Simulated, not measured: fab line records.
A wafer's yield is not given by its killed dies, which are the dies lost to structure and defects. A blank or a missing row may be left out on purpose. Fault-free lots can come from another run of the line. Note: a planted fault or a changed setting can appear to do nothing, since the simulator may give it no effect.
fab line records -- flow nandHarc
record: lots: 14, wafers: 42, lastDay: 25
route steps=1159 shown A_ZERO_WELL@401 A_ONON_D1@428 END@1159
lots untouched by any fault: they come from a run of this same line in which no faults occurred
startH: hours from the record's opening day to when the first of the lot's shown wafers began -- waitH: hours from the lot's prior step to this one -- " same as the row above -- L1.1+2: a row that stands for several wafers -- - either no value or no given start -- * or withheld: withheld -- < > ~ a bound
route shown NAME@n: a module of which the file shows steps, and the number in the route of the first -- usual: mean/standard deviation taken from wafers without a fault -- same: alike in all rows -- chamber/n: place in a boat -- sites: per-site readings -- _std_site: how widely they spread, as a standard deviation -- _edge_site: the outer-site mean with the inner-site mean subtracted -- radiusMm: how far each site lies from the wafer's centre -- mask NAME#n: copy n -- behind: tool/chamber where the wafer was last shaped -- hold: why the lot was held/for how many hours/how that ended -- device: which transistor (n, p or np) failed to switch -- end of line: at the end of the route, the tests of the same wafers -- step lacking rows: just its recipe -- killed: the dies lost at the first sort to structure and to defects; this is not the yield of the wafer -- map: shows each die of a wafer: x if killed, . if not, _ if none is there
set.NAME: the setting the step ran with; set.NAME@STEP: the setting that earlier step ran with -- model.NAME: the simulator's own value behind a step, which no gauge read
one table for each step of the route and one row for each wafer, over a sample of lots
services: when a tool's chamber went out of use (startH, in hours from the record's first day, below 0 if earlier), for how many hours, and the reason
== steps ==
step: NHARC_A_ZERO_WELL_CD_MEAS_10
recipe: targetCdNm: 2000, landingEnergyEv: 500
usual: cdNm: 2001.3/2.1
lot.wafer,tool,chamber,startH,waitH,cdNm
L601.2,cdSem-02,0,131.42,-,2003.0
L601.4,cdSem-02,0,131.42,-,2006.2
L601.5,cdSem-02,0,131.42,-,2002.7
L602.2,cdSem-02,0,132.45,-,2002.1
L602.4,cdSem-02,0,132.45,-,2005.4
L602.5,cdSem-02,0,132.45,-,2004.5
L604.1,cdSem-02,0,143.18,-,1995.7
L604.4,cdSem-02,0,143.18,-,1996.9
L604.6,cdSem-02,0,143.18,-,1998.0
L603.1,cdSem-03,0,147.53,-,2000.3
L603.2,cdSem-03,0,147.53,-,2003.1
L603.5,cdSem-03,0,147.53,-,2003.6
L606.4,cdSem-03,0,166.88,-,2002.1
L606.5,cdSem-03,0,166.88,-,2005.7
L606.6,cdSem-03,0,166.88,-,2000.0
L609.2,cdSem-01,0,177.99,-,2000.3
L609.3,cdSem-01,0,177.99,-,2000.6
L609.5,cdSem-01,0,177.99,-,2000.2
L610.1,cdSem-01,0,178.22,-,2002.2
L610.2,cdSem-01,0,178.22,-,2002.4
L610.3,cdSem-01,0,178.22,-,2000.8
L608.2,cdSem-02,0,178.75,-,2001.8
L608.3,cdSem-02,0,178.75,-,2001.7
L608.5,cdSem-02,0,178.75,-,2000.2
L617.2,cdSem-02,0,228.53,-,2006.2
L617.3,cdSem-02,0,228.53,-,2004.8
L617.4,cdSem-02,0,228.53,-,2002.3
L618.1,cdSem-03,0,242.57,-,2000.5
L618.2,cdSem-03,0,242.57,-,1999.1
L618.6,cdSem-03,0,242.57,-,1999.4
L619.1,cdSem-03,0,243.18,-,1999.2
L619.3,cdSem-03,0,243.18,-,1997.8
L619.5,cdSem-03,0,243.18,-,2000.9
L622.2,cdSem-03,0,261.09,-,2002.0
L622.4,cdSem-03,0,261.09,-,2003.1
L622.5,cdSem-03,0,261.09,-,1999.3
L623.1,cdSem-03,0,261.74,-,1999.1
L623.3,cdSem-03,0,261.74,-,1998.8
L623.4,cdSem-03,0,261.74,-,1997.8
L624.3,cdSem-01,0,284.96,-,2001.6
L624.4,cdSem-01,0,284.96,-,2001.7
L624.6,cdSem-01,0,284.96,-,2003.3
step: NHARC_A_ZERO_WELL_ETCH_19
recipe: targetDepthA: 800, overetchA: 240, timeS: 87.88, ionEnergyEv: 200, n2FlowSccm: 150, h2FlowSccm: 150, arFlowSccm: 0, rfW: 400, biasW: 150, chemistry: N2/H2
usual: drypumpMotorCurrentA: 5.7/0.59, h2FlowSccm: 150.0/0.43, oesProductAu: 1.002/0.015, rfVppV: 431.6/2.4, showerheadPlenumPTorr: 2.08/0.084, throttleValvePct: 14.171/0.0091
lot.wafer,tool,chamber,startH,waitH,drypumpMotorCurrentA,h2FlowSccm,oesProductAu,rfHoursCounterH,rfVppV,showerheadPlenumPTorr,throttleValvePct
L601.2,rieDiel-03,2,131.68,0.1,6.9,150.2,1.011,9,430.0,1.99,14.190
L601.4,rieDiel-03,3,131.68,0.1,5.3,149.1,0.983,9,432.0,2.06,14.165
L601.5,rieDiel-03,1,131.68,0.1,5.3,150.5,1.007,-,434.8,2.20,14.172
L602.2,rieDiel-09,2,132.69,0.1,6.3,150.6,1.011,2,434.0,2.18,14.158
L602.4,rieDiel-09,1,132.69,0.1,6.7,150.6,0.996,2,433.3,2.14,14.181
L602.5,rieDiel-09,3,132.69,0.1,6.0,149.9,1.029,-,436.5,2.20,14.174
L604.4,rieDiel-03,3,143.44,0.1,5.3,149.8,0.961,11,431.9,2.06,14.184
L604.1,rieDiel-03,1,143.44,0.1,5.3,150.2,1.005,11,434.1,2.20,14.185
L604.6,rieDiel-03,0,143.44,0.1,4.8,149.5,0.993,-,432.5,2.08,14.175
L603.2,rieDiel-01,1,147.79,0.1,5.3,149.9,1.020,0,430.7,2.08,14.160
L603.1,rieDiel-01,2,147.79,0.1,6.0,149.3,1.020,0,427.6,1.91,14.163
L603.5,rieDiel-01,0,147.79,0.1,5.7,150.4,1.004,-,431.1,2.01,14.169
L606.4,rieDiel-03,3,167.12,0.1,5.3,150.3,0.962,13,431.6,2.06,14.175
L606.6,rieDiel-03,3,167.12,0.1,5.3,150.1,0.968,-,430.8,2.06,14.168
L606.5,rieDiel-03,0,167.12,0.1,4.8,150.2,0.998,-,431.9,2.08,14.179
L609.2,rieDiel-01,0,178.23,0.1,5.7,150.1,1.008,3,429.5,2.01,14.183
L609.3,rieDiel-01,2,178.23,0.1,6.0,149.2,1.021,4,425.4,1.91,14.173
L609.5,rieDiel-01,1,178.23,0.1,5.3,149.6,1.018,-,431.1,2.08,14.174
L610.3,rieDiel-01,2,178.46,0.1,6.0,149.7,1.013,4,426.9,1.91,14.177
L610.1,rieDiel-01,0,178.46,0.1,5.7,150.6,1.003,3,431.2,2.01,14.174
L610.2,rieDiel-01,1,178.46,0.1,5.3,149.6,1.009,4,432.1,2.08,14.159
L608.3,rieDiel-09,3,179.00,0.1,5.9,149.8,1.029,7,436.3,2.20,14.159
L608.2,rieDiel-09,1,179.00,0.1,6.7,149.8,1.001,7,434.9,2.13,14.182
L608.5,rieDiel-09,3,179.00,0.1,5.9,149.6,1.031,-,435.8,2.20,14.165
L617.4,rieDiel-03,0,228.77,0.1,4.8,150.6,0.986,1,431.8,2.08,14.164
L617.3,rieDiel-03,2,228.77,0.1,6.8,150.5,0.989,1,429.9,1.99,14.187
L617.2,rieDiel-03,3,228.77,0.1,5.3,149.8,0.985,1,430.0,2.06,14.173
L618.2,rieDiel-03,2,242.82,0.1,6.9,150.2,1.000,2,431.5,1.99,14.159
L618.1,rieDiel-03,3,242.82,0.1,5.3,149.8,0.983,2,430.5,2.06,14.167
L618.6,rieDiel-03,1,242.82,0.1,5.3,150.2,0.993,-,434.4,2.20,14.169
L619.3,rieDiel-03,1,243.43,0.1,5.3,149.8,0.990,2,434.5,2.20,14.158
L619.1,rieDiel-03,0,243.43,0.1,4.9,149.7,0.991,2,431.0,2.08,14.165
L619.5,rieDiel-03,2,243.43,0.1,6.8,150.3,1.013,-,428.2,1.99,14.171
L622.2,rieDiel-01,1,261.33,0.1,5.3,150.4,1.008,9,430.4,2.08,14.174
L622.4,rieDiel-01,0,261.33,0.1,5.7,149.7,1.018,8,430.1,2.01,14.171
L622.5,rieDiel-01,2,261.33,0.1,6.0,150.3,1.009,-,426.4,1.91,14.178
L623.3,rieDiel-01,0,262.00,0.1,5.7,150.3,1.009,8,431.8,2.01,14.162
L623.1,rieDiel-01,1,262.00,0.1,5.3,149.9,1.021,9,431.1,2.07,14.173
L623.4,rieDiel-01,2,262.00,0.1,6.0,149.5,1.012,9,427.4,1.91,14.157
L624.3,rieDiel-09,0,285.20,0.1,5.9,150.2,0.996,1,432.6,2.12,14.168
L624.4,rieDiel-09,2,285.20,0.1,6.3,150.0,0.994,1,435.2,2.17,14.166
L624.6,rieDiel-09,3,285.20,0.1,5.9,150.5,1.016,-,433.5,2.19,14.169
step: NHARC_A_ONON_D1_DEP_06
recipe: targetThkA: 10000, n2FlowSccm: 2750, n2oFlowSccm: 2000, nh3FlowSccm: 500, sih4FlowSccm: 210, tempC: 400
lot.wafer,tool,chamber,startH,waitH
L601.2+4+5,pecvdOnon-01,0,154.70,0.1
L602.2+4+5,pecvdOnon-01,0,155.05,0.1
L603.1+2+5,pecvdOnon-03,0,170.18,0.1
L604.1+4+6,pecvdOnon-02,0,170.18,0.1
L606.4+5+6,pecvdOnon-01,0,191.91,0.2
L610.1+2+3,pecvdOnon-03,0,201.40,0.3
L609.2+3+5,pecvdOnon-02,0,201.66,0.5
L608.2+3+5,pecvdOnon-03,0,201.81,0.4
L617.2+3+4,pecvdOnon-02,0,250.45,0.1
L619.1+3+5,pecvdOnon-01,0,267.06,0.1
L618.1+2+6,pecvdOnon-02,0,267.06,0.1
L623.1+3+4,pecvdOnon-01,0,282.68,0.1
L622.2+4+5,pecvdOnon-03,0,282.75,0.1
L624.3+4+6,pecvdOnon-01,0,310.03,0.2
step: NHARC_A_ONON_D1_THK_MEAS_08
recipe: thkMeasGauge: ellipsometry
usual: thkNm: 997/8.5
lot.wafer,tool,chamber,startH,waitH,thkNm
L601.2,filmMetro-02,-,155.15,-,993
L601.4,filmMetro-02,-,155.15,-,993
L601.5,filmMetro-02,-,155.15,-,992
L602.2,filmMetro-02,-,155.50,-,986
L602.4,filmMetro-02,-,155.50,-,985
L602.5,filmMetro-02,-,155.50,-,987
L603.1,filmMetro-01,-,170.69,-,979
L603.2,filmMetro-01,-,170.69,-,978
L603.5,filmMetro-01,-,170.69,-,978
L604.1,filmMetro-02,-,170.70,-,1004
L604.4,filmMetro-02,-,170.70,-,1004
L604.6,filmMetro-02,-,170.70,-,1003
L606.4,filmMetro-01,-,192.25,-,1001
L606.5,filmMetro-01,-,192.25,-,1001
L606.6,filmMetro-01,-,192.25,-,1002
L610.1,filmMetro-02,-,201.91,-,998
L610.2,filmMetro-02,-,201.91,-,998
L610.3,filmMetro-02,-,201.91,-,1001
L609.2,filmMetro-02,-,202.12,-,984
L609.3,filmMetro-02,-,202.12,-,984
L609.5,filmMetro-02,-,202.12,-,981
L608.2,filmMetro-02,-,202.27,-,997
L608.3,filmMetro-02,-,202.27,-,999
L608.5,filmMetro-02,-,202.27,-,1000
L617.2,filmMetro-02,-,250.90,-,605
L617.3,filmMetro-02,-,250.90,-,603
L617.4,filmMetro-02,-,250.90,-,604
L618.1,filmMetro-02,-,267.57,-,604
L618.2,filmMetro-02,-,267.57,-,604
L618.6,filmMetro-02,-,267.57,-,603
L619.1,filmMetro-01,-,267.57,-,998
L619.3,filmMetro-01,-,267.57,-,999
L619.5,filmMetro-01,-,267.57,-,999
L623.1,filmMetro-01,-,283.18,-,1003
L623.3,filmMetro-01,-,283.18,-,1002
L623.4,filmMetro-01,-,283.18,-,1004
L622.2,filmMetro-01,-,283.20,-,1010
L622.4,filmMetro-01,-,283.20,-,1011
L622.5,filmMetro-01,-,283.20,-,1012
L624.3,filmMetro-02,-,310.45,-,986
L624.4,filmMetro-02,-,310.45,-,987
L624.6,filmMetro-02,-,310.45,-,988
step: NHARC_END_SORT_01
recipe: tempC: 25
usual: killedAtArray: 27/10, killedAtOther: 0.6/0.83, killedAtPeriphery: 2.4/1.8, killedDies: 30/10, killedOpen: 3.3/1.7, killedShort: 1.8/1.4
same: grossDies: 677
lot.wafer,tool,chamber,startH,waitH,killedAtArray,killedAtOther,killedAtPeriphery,killedDies,killedOpen,killedShort
L617.2,prober-01,0,522.95,2.8,677,0,0,677,1,2
L617.3,prober-01,0,523.75,3.1,677,0,0,677,3,5
L617.4,prober-01,0,524.55,3.4,676,1,0,677,2,3
L618.1,prober-01,0,543.94,2.5,676,0,1,677,2,0
L618.2,prober-01,0,544.74,2.8,673,2,2,677,5,1
L618.6,prober-01,0,547.94,4.0,673,1,3,677,3,4
killed by level:class
L617.2 A_ONON_D1:areaDep=638 A_SLIT:chamberFilmFlake=16 A_CHANNEL_HOLE_D1:chamberFilmFlake=6 A_STAIRCASE:chamberFilmFlake=5 A_SGD_CUT:chamberFilmFlake=3 A_CONTACT:chamberFilmFlake=3 A_ZERO_WELL:chamberFilmFlake=2 A_SLIT:geometricParticle:short=1
L617.3 A_ONON_D1:areaDep=640 A_SLIT:chamberFilmFlake=12 A_SGD_CUT:chamberFilmFlake=5 A_CONTACT:chamberFilmFlake=5 A_CHANNEL_HOLE_D1:chamberFilmFlake=4 A_CONTACT:geometricParticle:open=2 A_ZERO_WELL:chamberFilmFlake=2 A_ONON_D1:geometricParticle:short=1
L617.4 A_ONON_D1:areaDep=641 A_SLIT:chamberFilmFlake=19 A_STAIRCASE:chamberFilmFlake=7 A_CHANNEL_HOLE_D1:chamberFilmFlake=2 A_SGD_CUT:chamberFilmFlake=2 A_ONON_D1:geometricParticle:short=1 A_WL_FILL:geometricParticle:short=1 A_WL_FILL:geometricParticle:open=1
L618.1 A_ONON_D1:areaDep=656 A_CHANNEL_HOLE_D1:chamberFilmFlake=9 A_STAIRCASE:chamberFilmFlake=4 A_BLC:chamberFilmFlake=4 P_M1:geometricParticle:open=1 A_CONTACT:geometricParticle:open=1 A_CHANNEL_FILL_D1:chamberFilmFlake=1 A_CONTACT:chamberFilmFlake=1
L618.2 A_ONON_D1:areaDep=657 A_CHANNEL_HOLE_D1:chamberFilmFlake=3 A_STAIRCASE:chamberFilmFlake=3 A_CONTACT:chamberFilmFlake=3 A_BLC:chamberFilmFlake=2 THIN_TSV:chamberFilmFlake=2 P_CONTACT:geometricParticle:open=1 A_SOURCE_PLATE:geometricParticle:open=1
L618.6 A_ONON_D1:areaDep=652 A_CHANNEL_HOLE_D1:chamberFilmFlake=6 A_BLC:chamberFilmFlake=5 A_STAIRCASE:chamberFilmFlake=4 A_CHANNEL_HOLE_D1:geometricParticle:short=2 P_M0:geometricParticle:open=1 A_ONON_D1:geometricParticle:short=1 A_CHANNEL_FILL_D1:geometricParticle:short=1
== services ==
tool,chamber,startH,hours,kind
pecvdOnon-02,-,111.27,13.0,pm
rieDiel-01,1,115.92,8.4,repair
rieDiel-03,0,120.80,-,clean
rieDiel-03,1,120.80,-,clean
rieDiel-03,2,120.80,-,clean
rieDiel-03,3,120.80,-,clean
rieDiel-03,3,127.48,1.2,repair
rieDiel-01,-,138.11,9.0,pm
rieDiel-03,2,139.12,2.8,repair
rieDiel-03,0,145.30,-,clean
rieDiel-03,1,145.30,-,clean
rieDiel-03,2,145.30,-,clean
rieDiel-03,3,145.30,-,clean
pecvdOnon-03,-,153.25,13.0,pm
rieDiel-09,2,181.93,8.8,repair
rieDiel-01,3,188.51,1.5,repair
pecvdOnon-01,-,195.12,13.0,pm
rieDiel-03,0,198.91,7.0,repair
rieDiel-03,-,204.02,1.9,repair
rieDiel-09,0,217.68,3.2,repair
rieDiel-09,0,226.98,2.1,repair
rieDiel-09,-,254.12,9.0,pm
pecvdOnon-02,-,292.27,13.0,pm
rieDiel-09,0,298.13,4.3,repair
== key ==
firstSign: step: NHARC_A_ONON_D1_THK_MEAS_08, reading: thkNm, direction: down, sigmas: 46, usual: 997, struck: 604
effect: step: NHARC_END_SORT_01, reading: killedAtArray, direction: up, sigmas: 63, usual: 27, struck: 675
moreKillsBornAt: NHARC_A_ONON_D1_DEP_06@pecvdOnon-02: 3884
metAt NHARC_A_ONON_D1_DEP_06
struckLots L617,L618
laterRowsLeftOut L617.2,L617.3,L617.4,L618.1,L618.2,L618.6
testerLeftOut L617,L618
notActingAt NHARC_A_ZERO_WELL_CD_MEAS_10,NHARC_A_ZERO_WELL_ETCH_19
onsetBetween 201.66 250.45
fault: kind: processParameterDrift, tool: pecvdOnon-02, chamber: -, onsetH: 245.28, steps: NHARC_A_ONON_D1_DEP_06, channel: targetThkA, offset: *, shape: step, endH: 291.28, actsIn: *, stated: *
testerLeftOut: of these lots the tester's yield and bins aren't shown, on N5 and GAA mostly nor the transistor test; their killed dies are dies lost to structure and defects alone, not to doping, threshold or leakage, so they don't give the yield
laterRowsLeftOut: the simulator's readings of these wafers behind a module that went badly wrong aren't trusted and aren't shown, but for the sort
